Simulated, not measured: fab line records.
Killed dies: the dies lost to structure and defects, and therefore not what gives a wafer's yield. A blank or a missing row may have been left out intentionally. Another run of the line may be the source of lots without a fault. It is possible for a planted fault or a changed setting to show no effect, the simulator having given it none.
Matching of chambers | flow nand_harc | 4 sister chambers for NHARC_P_M0_DESCUM_14 on rie_diel-06
The step chemistry O2, time 3 s. 4 wafers are shown with their chamber, then 8 later ones without.

## EACH WAFER AND ITS CHAMBER
wafer  | chamber | drypump_motor_current_A (A)
L078.5 | 3       | 5.8
L080.4 | 0       | 6.2
L080.5 | 2       | 5.5
L083.1 | 1       | 6.1

## WAFERS WITHOUT THEIR CHAMBER
wafer  | drypump_motor_current_A (A)
L083.3 | 5.5
L083.5 | 6.1
L088.1 | 5.4
L088.4 | 6.2
L088.5 | 6.1
L085.1 | 6.1
L085.3 | 5.5
L085.5 | 6.1

## EACH ONE'S CHAMBER
wafer  | from the rows above | in truth
L083.3 | 2                   | 2
L083.5 | 1                   | 1
L088.1 | 2                   | 2
L088.4 | 0                   | 0
L088.5 | 1                   | 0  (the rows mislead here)
L085.1 | 1                   | 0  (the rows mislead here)
L085.3 | 2                   | 2
L085.5 | 1                   | 1
6 of 8 placed correctly. Not placeable from these rows: 0. Placed wrongly: 2.
How it was worked out, from the rows above alone: a wafer's distance from a chamber is the root of the sum, over the readings, of the square of ((its reading less the chamber's mean) divided by the reading's scatter). If the next closest chamber is less than 2 further off than the closest, the wafer can't be placed; otherwise it belongs to the closest. A chamber's mean is the mean of its shown wafers. The scatter (one wafer shown for each chamber): square how far every hidden wafer sits from the nearest shown wafer, average those squares and take the square root.
